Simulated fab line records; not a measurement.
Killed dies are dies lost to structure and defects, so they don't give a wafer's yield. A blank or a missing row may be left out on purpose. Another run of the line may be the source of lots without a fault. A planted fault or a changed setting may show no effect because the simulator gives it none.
Split-lot study    flow n5_finfet    7 lots, 21 wafers read, on a route of 1938 steps

## ON THE SPLIT
At N5_BEOL_M0_TRENCH_ETCH_107 (etches SiOC in C4F6/O2, target depth 32.8 nm, time 16.4 s), the setting target_depth_a was moved away from the recipe's 328 angstrom on 6 of the 21 wafers read, by -6.1% to +9.4%. This setting was run at the recipe's value on the other wafers.

## BETWEEN THE SPLIT AND THE READING: the file shows 1 step in between
- N5_BEOL_M0_STRIP_142: strips in N2/H2, time 10 s

## THE READING
trench_depth_nm, in nm, at N5_BEOL_M0_OCD_MEAS_108. A value of 33.0 nm with a standard deviation of 0.67 nm is what fault-free wafers of this fab line usually give.

wafer   tool, chamber at the split  target_depth_a as run, angstrom  against the recipe  trench_depth_nm, nm  against lot-mates on the recipe
L079.3  rie_diel-05, 1              328                              recipe              32.6                 -
L079.4  rie_diel-05, 0              328                              recipe              32.7                 -
L079.5  rie_diel-05, 3              328                              recipe              33.1                 -
L087.2  rie_diel-01, 1              358.9                            +9.4%               37.1                 +4.3
L087.4  rie_diel-01, 3              358.9                            +9.4%               36.7                 +3.9
L087.5  rie_diel-01, 2              328                              recipe              32.8                 -
L089.2  rie_diel-01, 2              328                              recipe              32.5                 -
L089.5  rie_diel-01, 3              328                              recipe              33.2                 -
L089.6  rie_diel-01, 0              328                              recipe              31.9                 -
L091.1  rie_diel-02, 3              344.4                            +5.0%               35.2                 +2.1
L091.4  rie_diel-02, 2              328                              recipe              33.3                 -
L091.6  rie_diel-02, 2              328                              recipe              33.0                 -
L093.2  rie_diel-01, 1              307.9                            -6.1%               32.3                 no lot-mate on the recipe
L093.5  rie_diel-01, 2              307.9                            -6.1%               30.2                 no lot-mate on the recipe
L093.6  rie_diel-01, 1              307.9                            -6.1%               31.7                 no lot-mate on the recipe
L094.3  rie_diel-02, 3              328                              recipe              33.7                 -
L094.4  rie_diel-02, 1              328                              recipe              32.8                 -
L094.5  rie_diel-02, 0              328                              recipe              32.9                 -
L097.1  rie_diel-05, 1              328                              recipe              32.9                 -
L097.3  rie_diel-05, 3              328                              recipe              33.9                 -
L097.5  rie_diel-05, 3              328                              recipe              34.3                 -

THE FIT
A straight line over all 21 wafers: trench_depth_nm changes by +0.358 nm for each +1% of target_depth_a; r = +0.91; the points scatter about the line by 0.67 nm.
The same after taking each lot's own level away (the mean of its wafers on the recipe; 18 wafers): +0.432 nm for each +1%; r = +0.96; scatter 0.41 nm.
On that fit, the largest move of target_depth_a shifts the reading by 4.1 nm.
From 32.53 to 33.70 nm: that is the span of the lots' own levels, equal to 1.7 times the standard deviation above.
Hence the slope depends on the lot-to-lot level, as the two fits are not the same.
Check: for one of the wafers moved furthest among these (+9.4%), held out of the fit, the line's prediction against its lot-mates is +3.89 nm. It came out at +4.3 nm against them.

## OTHER SPLITS ON THESE WAFERS
Note: prior to the reading, these wafers also went through further splits. Each is held against what the fit with the lots' levels taken away leaves over:
other split on the same wafers          wafers away from the commonest value  r with trench_depth_nm (lot level and that fit taken away)
N5_GATE_CUT_DESCUM_18 time_s            6                                     -0.02
N5_MOL_CONTACT_COAG_VIA_ETCH_46 bias_w  9                                     +0.19
N5_BEOL_M0_SAQP_PECVD_04 time_s         8                                     -0.25
N5_BEOL_M0_SAQP_COAT_34 spin_rpm        7                                     +0.03

## THE WHOLE CHAIN: every reading that the file lists as answering this split, in the file's order
step                        what it does                                               reading                                                                    change (the file's fit)                r (the file's)
N5_BEOL_M0_TRENCH_ETCH_107  etches SiOC in C4F6/O2, target depth 32.8 nm, time 16.4 s  BEOL_M0.feature_depth_nm (the simulator's own value, which no gauge read)  +0.427 nm for each +1% of the setting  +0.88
N5_BEOL_M0_OCD_MEAS_108                                                                trench_depth_nm                                                            +0.426 nm for each +1% of the setting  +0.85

## THE FILE'S OWN FIT
trench_depth_nm changes by +0.426 nm for each +1% of target_depth_a, r = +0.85.
